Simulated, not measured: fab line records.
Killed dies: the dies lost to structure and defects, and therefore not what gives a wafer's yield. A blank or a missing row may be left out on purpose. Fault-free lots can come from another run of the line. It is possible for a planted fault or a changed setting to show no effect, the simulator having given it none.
Chamber matching ; flow n5 finfet ; 4 sister chambers for N5_BEOL_M6_ETCH_61 on rie diel-06
The step etches SiARC in CF4, target depth 45.5 nm, time 75.8 s. 8 wafers are shown with their chamber, then 7 later ones without.

== WAFERS PAIRED WITH THEIR CHAMBERS ==
wafer;chamber;throttle valve pct (%);showerhead plenum p Torr (Torr)
L080.1;1;15.46;2.12
L083.6;1;15.45;2.11
L088.3;2;15.84;2.20
L086.1;3;15.84;2.05
L086.3;2;15.84;2.20
L086.5;0;16.10;2.20
L091.2;0;16.11;2.20
L091.5;3;15.86;2.05

== WAFERS WITHOUT THEIR CHAMBER ==
wafer;throttle valve pct (%);showerhead plenum p Torr (Torr)
L091.6;15.86;2.20
L093.2;15.88;2.05
L093.3;15.49;2.11
L093.4;16.13;2.19
L094.3;15.88;2.19
L094.5;15.89;2.05
L094.6;15.53;2.10

== THE CHAMBER EACH PASSED THROUGH ==
wafer;from the rows above;in truth
L091.6;2;2
L093.2;3;3
L093.3;1;1
L093.4;0;0
L094.3;2;2
L094.5;3;3
L094.6;1;1
Correct placement for 7 of the 7. From these rows, 0 cannot be placed. Placed wrongly: 0.
How it was worked out, from the rows above alone: a wafer's distance from a chamber is the root of the sum, over the readings, of the square of ((its reading less the chamber's mean) divided by the reading's scatter). If the next closest chamber is less than 2 further off than the closest, the wafer can't be placed; otherwise it belongs to the closest. For every chamber, the mean is computed from those of its wafers that are shown. The scatter: take each reading less its chamber's mean, square it, sum over the shown wafers, divide by the number of wafers less the number of chambers, and take the root.
